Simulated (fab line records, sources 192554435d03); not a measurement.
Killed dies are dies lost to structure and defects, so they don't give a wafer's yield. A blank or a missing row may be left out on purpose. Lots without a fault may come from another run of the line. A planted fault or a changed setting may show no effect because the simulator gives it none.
Split-lot experiment | flow n5_finfet | 7 lots, 21 wafers read, on a route of 1938 steps

THE SPLIT
At N5_BEOL_M1_ETCH_70 (etches SOC in N2/H2, target depth 80 nm, overetch 16 nm, time 120 s), the setting bias_w was moved away from the recipe's 150 W on 9 of the 21 wafers read, by -12.8% to +10.2%. The other wafers ran this setting at the recipe's value.

The reading is taken at the split's own step.

THE READING
rf_vpp_V, in V, at N5_BEOL_M1_ETCH_70 (etches SOC in N2/H2, target depth 80 nm, overetch 16 nm, time 120 s). Fault-free wafers of this fab line usually give 523.8 V, standard deviation 2.1 V.

wafer  | tool, chamber at the split | bias_w as run, W | against the recipe | rf_vpp_V, V | against lot-mates on the recipe
L079.3 | rie_diel-06, 3             | 132.2            | -11.9%             | 480.5       | -41.7
L079.5 | rie_diel-06, 2             | 150              | recipe             | 522.2       | -
L079.6 | rie_diel-06, 3             | 132.2            | -11.9%             | 481.4       | -40.8
L081.2 | rie_diel-02, 2             | 140.2            | -6.5%              | 501.3       | -23.8
L081.4 | rie_diel-02, 3             | 140.2            | -6.5%              | 501.8       | -23.3
L081.6 | rie_diel-02, 2             | 150              | recipe             | 525.1       | -
L087.2 | rie_diel-02, 2             | 150              | recipe             | 523.7       | -
L087.3 | rie_diel-02, 1             | 150              | recipe             | 525.1       | -
L087.6 | rie_diel-02, 2             | 150              | recipe             | 522.1       | -
L090.1 | rie_diel-02, 3             | 165.3            | +10.2%             | 558.2       | +33.0
L090.2 | rie_diel-02, 2             | 165.3            | +10.2%             | 556.7       | +31.5
L090.6 | rie_diel-02, 0             | 150              | recipe             | 525.2       | -
L091.1 | rie_diel-02, 3             | 150              | recipe             | 524.0       | -
L091.4 | rie_diel-02, 2             | 150              | recipe             | 522.4       | -
L091.5 | rie_diel-02, 2             | 150              | recipe             | 522.5       | -
L097.3 | rie_diel-04, 3             | 150              | recipe             | 527.7       | -
L097.4 | rie_diel-04, 0             | 150              | recipe             | 522.4       | -
L097.5 | rie_diel-04, 2             | 157.6            | +5.1%              | 543.2       | +18.2
L096.3 | rie_diel-02, 2             | 130.8            | -12.8%             | 479.0       | -45.1
L096.5 | rie_diel-02, 0             | 150              | recipe             | 524.1       | -
L096.6 | rie_diel-02, 1             | 130.8            | -12.8%             | 481.2       | -42.9

THE FIT
A straight line over all 21 wafers: rf_vpp_V changes by +3.45 V for each +1% of bias_w; r = +1.00; the points scatter about the line by 1.7 V.
The same after taking each lot's own level away (the mean of its wafers on the recipe; 21 wafers): +3.39 V for each +1%; r = +1.00; scatter 1.4 V.
On that fit, the largest move of bias_w shifts the reading by 43 V.
The lots' own levels span 522.20 to 525.20 V, that is 1.4 times the standard deviation above.
So the lot-to-lot level changes the slope little: the two slopes agree.
Check: with one of the wafers moved furthest among these (-12.8%) left out of the fit, the line predicts -43.5 V for it against its lot-mates. It came out at -45.1 V against them.
Tool readings at the split's step, against how far the setting was moved: rf_vpp_V r = +1.00.

OTHER SPLITS ON THESE WAFERS
These wafers also went through other splits before the reading. Each is held against what the fit with the lots' levels taken away leaves over:
other split on the same wafers        | wafers away from the commonest value | r with rf_vpp_V (lot level and that fit taken away)
N5_MOL_CONTACT_COAG_ETCH_47 source_w  | 11                                   | -0.33
N5_MOL_CONTACT_COAG_COAT_64 spin_rpm  | 7                                    | -0.05
N5_MOL_CONTACT_COAG_EXPOSE_37 dose_mj | 4                                    | -0.03
N5_BEOL_M0_SAQP_COAT_72 spin_rpm      | 6                                    | -0.20
N5_BEOL_M0_SAQP_COAT_87 temp_c        | 7                                    | -0.01
N5_BEOL_M1_PECVD_72 time_s            | 5                                    | -0.29
N5_BEOL_M1_COAT_61 spin_rpm           | 9                                    | +0.13

THE WHOLE CHAIN: every reading that the file lists as answering this split, in the file's order
step               | what it does                                                        | reading                                                                          | change (the file's fit)                | r (the file's)
N5_BEOL_M1_ETCH_70 | etches SOC in N2/H2, target depth 80 nm, overetch 16 nm, time 120 s | rf_vpp_V                                                                         | +3.41 V for each +1% of the setting    | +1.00
N5_BEOL_M1_ETCH_70 | etches SOC in N2/H2, target depth 80 nm, overetch 16 nm, time 120 s | SiARC_of_BEOL_M1_COAT_68.thk_nm (the simulator's own value, which no gauge read) | -0.0747 nm for each +1% of the setting | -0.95

THE FILE'S OWN FIT
rf_vpp_V changes by +3.41 V for each +1% of bias_w, r = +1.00.
